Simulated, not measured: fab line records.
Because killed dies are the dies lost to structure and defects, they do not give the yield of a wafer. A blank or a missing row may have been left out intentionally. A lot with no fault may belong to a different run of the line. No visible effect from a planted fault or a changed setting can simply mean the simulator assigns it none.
2 desks looking at one fault	flow nand-harc	each desk has only its own numbers; what lay behind them comes last

METROLOGY DESK
Lot by lot, what the gauges showed, no matter which tool ran the lot: averages of those sampled wafers that carry a number. Any lot whose mean is over 4 standard deviations away from the usual mean is out of limits and marked OUT; that distance is given in the brackets.
Columns: A = cd-nm at NHARC_A_SGD_CUT_CD_MEAS_09, usual 100.0 nm; B = overlay-x-nm at NHARC_A_SGD_CUT_OVL_MEAS_10, usual 0.0 nm; C = overlay-y-nm at NHARC_A_SGD_CUT_OVL_MEAS_10, usual -0.3 nm
lot	first seen here	A	B	C
L224	day 19 14:01	100.3	-0.3	0.1
L226	day 20 01:43	100.4	-0.2	-0.5
L227	day 20 23:02	99.0	-0.1	0.9
L231	day 22 08:32	99.5	0.3	-0.2
L233	day 22 19:04	100.1	1.0	-0.2
L235	day 24 00:49	99.9	0.6	0.3
L236	day 24 07:47	99.5	0.2	-0.8
L237	day 24 09:23	100.3	-0.1	0.1
L241	day 26 05:01	69.4 (-53) OUT	0.4	0.4
L240	day 26 05:37	100.0	-0.5	-1.2
L246	day 27 17:07	100.4	0.9	-0.3
L244	day 27 18:05	75.2 (-43) OUT	-0.3	-1.5
Finding of this desk: L241, L244 out of limits; the first was L241 at day 26 05:01, on cd-nm at NHARC_A_SGD_CUT_CD_MEAS_09. L224, L226, L227, L231, L233, L235, L236, L237, L240, L246 stayed within limits.

AT THE TOOL OWNER'S DESK: arfi-scanner-02
The tool's own readings at NHARC_A_SGD_CUT_EXPOSE_06 (exposes mask SGD): means of the sampled wafers that have a number, for each lot that ran on this tool. Any lot whose mean is over 4 standard deviations away from the usual mean is out of limits and marked OUT; that distance is given in the brackets.
Columns: A = exposure-dose-mJ-cm2 at NHARC_A_SGD_CUT_EXPOSE_06, usual 85.55
lot	first seen here	A
L235	day 24 00:40	85.31
L237	day 24 09:14	85.40
L241	day 26 04:52	45.86 (-99 or more) OUT
L244	day 27 17:56	53.79 (-99 or more) OUT
Finding of this desk: L241, L244 out of limits; the first was L241 at day 26 04:52, on exposure-dose-mJ-cm2 at NHARC_A_SGD_CUT_EXPOSE_06. L235, L237 stayed within limits.

BROUGHT TOGETHER
The tool owner's desk had the chance to raise an alarm at day 26 04:52 on L241, L244.
An alarm was possible from the metrology desk at day 26 05:01, on L241, L244.
Of the lots named, all ran NHARC_A_SGD_CUT_EXPOSE_06 on arfi-scanner-02.

WHAT THE SIMULATOR HAD INSERTED
Drift in process parameters on arfi-scanner-02 at NHARC_A_SGD_CUT_EXPOSE_06, starting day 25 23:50. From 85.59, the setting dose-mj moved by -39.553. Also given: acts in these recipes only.
Struck lots among those shown: L241, L244.
Hours from the fault's start to each desk's first reading out of limits: the tool owner's desk, 5; the metrology desk, 5.
